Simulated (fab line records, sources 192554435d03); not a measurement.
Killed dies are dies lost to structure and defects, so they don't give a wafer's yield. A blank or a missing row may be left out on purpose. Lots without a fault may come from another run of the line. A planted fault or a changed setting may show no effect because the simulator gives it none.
Chamber matching | flow n5_finfet | N5_SDB_HM_DEP_00 on pecvd-04: 3 sister chambers
The step deposits SiNx from SiH4/NH3/N2, target thk 40 nm, time 35.3 s. 6 wafers are shown with their chamber, then 10 later ones without.

WAFERS WITH THEIR CHAMBER
wafer  | chamber | showerhead_plenum_p_Torr (Torr) | throttle_valve_pct (%)
L080.6 | 0       | 5.09                            | 38.0
L086.2 | 2       | 5.28                            | 40.3
L086.3 | 0       | 5.09                            | 38.2
L086.6 | 1       | 5.02                            | 40.2
L087.1 | 2       | 5.28                            | 40.3
L087.3 | 1       | 5.00                            | 40.2

WAFERS WITHOUT THEIR CHAMBER
wafer  | showerhead_plenum_p_Torr (Torr) | throttle_valve_pct (%)
L087.6 | 5.28                            | 40.2
L089.1 | 5.29                            | 40.3
L089.5 | 5.01                            | 40.3
L089.6 | 5.28                            | 40.4
L090.1 | 5.00                            | 40.6
L090.3 | 5.29                            | 40.5
L090.4 | 5.02                            | 40.2
L097.1 | 5.00                            | 40.1
L097.3 | 5.09                            | 38.3
L097.5 | 5.02                            | 40.0

WHICH CHAMBER EACH WENT THROUGH
wafer  | from the rows above | in truth
L087.6 | 2                   | 2
L089.1 | 2                   | 2
L089.5 | 1                   | 1
L089.6 | 2                   | 2
L090.1 | 1                   | 1
L090.3 | 2                   | 2
L090.4 | 1                   | 1
L097.1 | 1                   | 1
L097.3 | 0                   | 0
L097.5 | 1                   | 1
Placed correctly: 10 of 10. Can't be placed from these rows: 0. Placed wrongly: 0.
How it was worked out, from the rows above alone: a wafer's distance from a chamber is the root of the sum, over the readings, of the square of ((its reading less the chamber's mean) divided by the reading's scatter). The wafer belongs to the nearest chamber; if the next one is less than 2 further off, it can't be placed. A chamber's mean is the mean of its shown wafers. The scatter: the root of (the sum of the squares of (reading less its chamber's mean) over the shown wafers, divided by (wafers less chambers)).
